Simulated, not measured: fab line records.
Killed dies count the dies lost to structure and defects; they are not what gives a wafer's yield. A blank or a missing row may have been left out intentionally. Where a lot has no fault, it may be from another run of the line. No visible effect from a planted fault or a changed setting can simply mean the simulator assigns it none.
One fault through the eyes of 2 desks	flow nand_harc	only its own numbers are on each desk; what lay behind them is given at the end

TOOL OWNER'S DESK, lpcvd_poly-04
The tool's own readings at NHARC_P_GATE_CVD_17 (deposits poly-Si, target thk 150 nm, time 900 s): means of the sampled wafers that have a number, for each lot that ran on this tool. Any lot whose mean is over 4 standard deviations away from the usual mean is out of limits and marked OUT; that distance is given in the brackets.
Columns: A = run_length_s at NHARC_P_GATE_CVD_17, usual 901.8 s; B = spike_tc_bottom_C at NHARC_P_GATE_CVD_17, usual 639.9 C; C = spike_tc_centre_C at NHARC_P_GATE_CVD_17, usual 620.3 C; D = tube_center_temp_C at NHARC_P_GATE_CVD_17, usual 620.01 C
lot	first seen here	A	B	C	D
L853	day 5 06:04	901.7	641.6	619.5	620.00
L854	day 5 14:35	902.6	642.6	620.9	619.98
L855	day 5 23:41	902.0	640.4	621.2	620.01
L868	day 11 12:44	901.9	640.4	620.9	620.01
L871	day 12 23:08	901.6	641.2	620.4	619.99
L875	day 14 13:45	901.4	641.6	620.7	620.02
This desk's verdict: no lot among the 6 shows anything out of limits.

THE METROLOGY DESK
What the gauges read, lot by lot, whatever tool the lot ran on: means of the sampled wafers that have a number. Any lot whose mean is over 4 standard deviations away from the usual mean is out of limits and marked OUT; that distance is given in the brackets.
Columns: A = cd_nm at NHARC_P_ZERO_WELL_CD_MEAS_24, usual 719.5 nm; B = overlay_x_nm at NHARC_P_STI_OVL_MEAS_10, usual 3 nm; C = overlay_y_nm at NHARC_P_STI_OVL_MEAS_10, usual 0 nm
lot	first seen here	A	B	C
L852	day 1 22:29	720.7	7	1
L853	day 2 08:29	720.7	1	1
L854	day 2 18:28	716.9	14	-5
L855	day 3 04:35	718.3	1	8
L857	day 4 00:21	721.3	11	-3
L858	day 4 10:38	721.4	6	-5
L859	day 4 20:32	721.5	1	1
L868	day 8 14:40	722.5	2	16
L869	day 9 00:34	720.7	7	-0
L870	day 9 10:36	719.3	8	2
L871	day 9 20:35	717.3	6	3
L872	day 10 06:23	716.3	-0	-3
L873	day 10 16:28	719.6	-3	-9
L875	day 11 12:31	721.0	5	-0
This desk's verdict: no lot among the 14 shows anything out of limits.

ALL TOGETHER
The desk of the tool owner found nothing out of limits.
Nothing out of limits was seen by the metrology desk.

WHAT THE SIMULATOR HAD INSERTED
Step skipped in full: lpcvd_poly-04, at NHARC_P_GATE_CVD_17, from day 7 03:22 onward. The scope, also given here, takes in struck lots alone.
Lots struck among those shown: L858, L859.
